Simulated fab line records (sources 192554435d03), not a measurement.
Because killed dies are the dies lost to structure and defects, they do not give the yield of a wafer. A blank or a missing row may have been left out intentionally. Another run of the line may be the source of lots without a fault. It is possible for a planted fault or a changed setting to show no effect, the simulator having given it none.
Matching of chambers + flow n5 finfet + N5_BEOL_M3_PRE_CLEAN_60 on cvd co-01 has 3 sister chambers
The step time 15 s. 6 wafers are shown with their chamber, then 8 later ones without.

== WAFERS WITH THEIR CHAMBER ==
| wafer  | chamber | heater power w (W) |
|--------|---------|--------------------|
| L458.4 | 2       | 119                |
| L458.5 | 1       | 101                |
| L463.4 | 2       | 121                |
| L463.5 | 1       | 101                |
| L461.3 | 0       | 44                 |
| L461.5 | 0       | 45                 |

== WAFERS WHOSE CHAMBER IS MISSING ==
| wafer  | heater power w (W) |
|--------|--------------------|
| L461.6 | 99                 |
| L464.1 | 119                |
| L464.2 | 102                |
| L465.1 | 99                 |
| L465.2 | 121                |
| L470.1 | 45                 |
| L470.3 | 120                |
| L470.4 | 100                |

== THE CHAMBER EACH PASSED THROUGH ==
| wafer  | from the rows above | in truth |
|--------|---------------------|----------|
| L461.6 | 1                   | 1        |
| L464.1 | 2                   | 2        |
| L464.2 | 1                   | 1        |
| L465.1 | 1                   | 1        |
| L465.2 | 2                   | 2        |
| L470.1 | 0                   | 0        |
| L470.3 | 2                   | 2        |
| L470.4 | 1                   | 1        |
Correct placement for 8 of the 8. Number that these rows cannot place: 0. 0 placed wrongly.
How it was worked out, from the rows above alone: a wafer's distance from a chamber is the root of the sum, over the readings, of the square of ((its reading less the chamber's mean) divided by the reading's scatter). If the next closest chamber is less than 2 further off than the closest, the wafer can't be placed; otherwise it belongs to the closest. For every chamber, the mean is computed from those of its wafers that are shown. The scatter: take each reading less its chamber's mean, square it, sum over the shown wafers, divide by the number of wafers less the number of chambers, and take the root.
